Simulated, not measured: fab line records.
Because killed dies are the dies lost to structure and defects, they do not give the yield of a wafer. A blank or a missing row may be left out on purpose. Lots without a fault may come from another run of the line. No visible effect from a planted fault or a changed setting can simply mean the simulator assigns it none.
Matching of chambers || flow n5Finfet || N5_GATE_CUT_CMP_02 on cmp-01: 4 sister chambers
The step polishes, stops on SiO2, t overpolish 12.7 s, target thk 0 nm. 4 wafers are shown with their chamber, then 7 later ones without.

== EACH WAFER AND ITS CHAMBER ==
{"wafer": "L083.2", "chamber": 2, "motorCurrentA (A)": 9.3}
{"wafer": "L083.3", "chamber": 0, "motorCurrentA (A)": 9.1}
{"wafer": "L087.1", "chamber": 3, "motorCurrentA (A)": 7.9}
{"wafer": "L087.3", "chamber": 1, "motorCurrentA (A)": 7.9}

== WAFERS WITH NO CHAMBER GIVEN ==
{"wafer": "L087.6", "motorCurrentA (A)": 8.3}
{"wafer": "L096.1", "motorCurrentA (A)": 8.8}
{"wafer": "L096.4", "motorCurrentA (A)": 8.3}
{"wafer": "L096.5", "motorCurrentA (A)": 9.4}
{"wafer": "L097.1", "motorCurrentA (A)": 9.1}
{"wafer": "L097.3", "motorCurrentA (A)": 7.9}
{"wafer": "L097.5", "motorCurrentA (A)": 8.1}

== THE CHAMBER EACH PASSED THROUGH ==
{"wafer": "L087.6", "from the rows above": "can't be placed: 1 or 3 or 0", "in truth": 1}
{"wafer": "L096.1", "from the rows above": "can't be placed: 0 or 2", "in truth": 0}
{"wafer": "L096.4", "from the rows above": "can't be placed: 1 or 3 or 0", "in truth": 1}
{"wafer": "L096.5", "from the rows above": "can't be placed: 2 or 0", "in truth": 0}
{"wafer": "L097.1", "from the rows above": "can't be placed: 0 or 2", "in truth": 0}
{"wafer": "L097.3", "from the rows above": "can't be placed: 1 or 3", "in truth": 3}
{"wafer": "L097.5", "from the rows above": "can't be placed: 1 or 3", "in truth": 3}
Correctly placed: 0 of 7. Not placeable from these rows: 7 (in 7, the candidates include the true chamber). Placed wrongly: 0.
How it was worked out, from the rows above alone: a wafer's distance from a chamber is the root of the sum, over the readings, of the square of ((its reading less the chamber's mean) divided by the reading's scatter). If the next closest chamber is less than 2 further off than the closest, the wafer can't be placed; otherwise it belongs to the closest. Each chamber's mean is taken over the wafers shown for it. The scatter (one wafer shown for each chamber): square how far every hidden wafer sits from the nearest shown wafer, average those squares and take the square root.
